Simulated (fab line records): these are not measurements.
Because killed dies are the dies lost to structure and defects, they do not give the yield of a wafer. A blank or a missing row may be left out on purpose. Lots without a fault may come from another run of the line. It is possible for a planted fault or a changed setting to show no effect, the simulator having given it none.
A lot that was struck, set against a sound lot || flow nand-harc || 19 steps out of a route of 1302
Sound: the wafers L351.1, L351.2, L351.6. Struck: wafers L350.3, L350.5, L350.6. The cause is named last.
Each step with rows lists, per side, the tool, then ch with its chambers, then its first start. Under that, the readings that differ: sound wafers || struck wafers || difference of the means || sigmas: that difference in standard deviations of wafers without a fault.
alike: readings whose means differ by less than 2 such deviations, and words and numbers that are the same on both sides. not compared: withheld readings, readings that some wafer has no value for, bounds like >300 that may hide the same value, and numbers for which the record gives no deviation and whose values overlap.
A row with sigmas, a row that says differs or no value, or rows on one side alone: a step with any of these is where the two part. When numbers do not overlap yet have no deviation, they are printed without sigmas and do not part them. A reading missing from all wafers of one side parts the sides only when that side holds two or more wafers.

first, 2 steps without rows for these wafers: NHARC_A_CHANNEL_FILL_D2_ANNEAL_17 (time 1800 s); NHARC_A_CHANNEL_FILL_D2_CVD_18 (deposits poly-Si, target thk 3 nm).
NHARC_A_CHANNEL_FILL_D2_ETCHBACK_19: etches the open film in HBr/Cl2, target depth 5 nm, time 1.7 s.
  sound on rie-si-04 ch 1,2, day 22 03:45; struck on rie-si-02 ch 0,1, day 21 01:21
  alike: bias-w, drypump-motor-current-A, oes-product-au, rf-fwd-power-W, throttle-valve-pct
  not compared: rf-hours-counter-h
then, 1 step without rows for these wafers: NHARC_A_CHANNEL_FILL_D2_ETCHBACK_20 (etches the open film in C4F8/O2/Ar, target depth 27 nm, time 13.5 s).
NHARC_A_CHANNEL_FILL_D2_STRIP_28: strips in O2, time 20 s.
  sound on rie-diel-13 ch 0,1,2, day 22 03:58; struck on rie-diel-13 ch 1,2,3, day 21 01:34
  alike: drypump-motor-current-A, oes-product-au, rf-vpp-V, showerhead-plenum-p-Torr, throttle-valve-pct
  not compared: rf-hours-counter-h
then, 4 steps without rows for these wafers: NHARC_A_CHANNEL_FILL_D2_PRECLEAN_21 (cleans in dHF, time 30 s); NHARC_A_CHANNEL_FILL_D2_SRD_23; NHARC_A_CHANNEL_FILL_D2_CVD_05 (deposits poly-Si, target thk 5 nm); NHARC_A_CHANNEL_FILL_D2_ANNEAL_22 (time 7200 s).
NHARC_A_CHANNEL_FILL_D2_ALD_25: deposits SiOx, target thk 60 nm, pulse time 10 s, ald cycles 600.
  sound on ald-hk-02 ch 0,2,3, day 22 16:19; struck on ald-hk-04 ch 2,3, day 21 13:25
  alike: heater-power-w, precursor-pulse-height-rel
NHARC_A_CHANNEL_FILL_D2_ETCHBACK_08: etches the open film in C4F8, target depth 220 nm, time 110 s.
  sound on rie-diel-08 ch 0,1,3; struck on rie-diel-13 ch 0,1
  alike: oes-product-au, rf-fwd-power-W, rf-vpp-V
  not compared: rf-hours-counter-h
NHARC_A_CHANNEL_FILL_D2_STRIP_29: strips in O2, time 20 s.
  sound on rie-diel-08 ch 1,2,3, day 22 21:24; struck on rie-diel-13 ch 2,3, day 21 19:09
  alike: drypump-motor-current-A, oes-product-au, rf-vpp-V, showerhead-plenum-p-Torr, throttle-valve-pct
  not compared: rf-hours-counter-h
then, 5 steps without rows for these wafers: NHARC_A_CHANNEL_FILL_D2_PRECLEAN_30 (cleans in dHF, time 30 s); NHARC_A_CHANNEL_FILL_D2_SRD_31; NHARC_A_CHANNEL_FILL_D2_CVD_09 (deposits poly-Si, target thk 150 nm, time 3000 s); NHARC_A_CHANNEL_FILL_D2_CMP_10 (polishes, target thk 150 nm); NHARC_A_CHANNEL_FILL_D2_SRD_12.
NHARC_A_CHANNEL_FILL_D2_RTA_24: time 5 s.
  sound on rtp-anneal-02 ch 0, day 23 03:23; struck on rtp-anneal-02 ch 0, day 22 01:14
  alike: lamp-power-pct, lamp_zone_2_pct, wafer_temp_C_max
-- jump in the record: it breaks off in module A_CHANNEL_FILL_D2 and resumes in module END (first step shown: number 1302 of the route), and 9 days separate the struck wafers' starts before and after --
NHARC_END_SORT_01:
  here the record holds rows for the struck wafers (prober-01 ch 0, day 31 08:11) but none for the sound ones

== WHERE THEY PART ==
Only at NHARC_END_SORT_01, as far as this record shows.

WHY: whatever the simulator had introduced
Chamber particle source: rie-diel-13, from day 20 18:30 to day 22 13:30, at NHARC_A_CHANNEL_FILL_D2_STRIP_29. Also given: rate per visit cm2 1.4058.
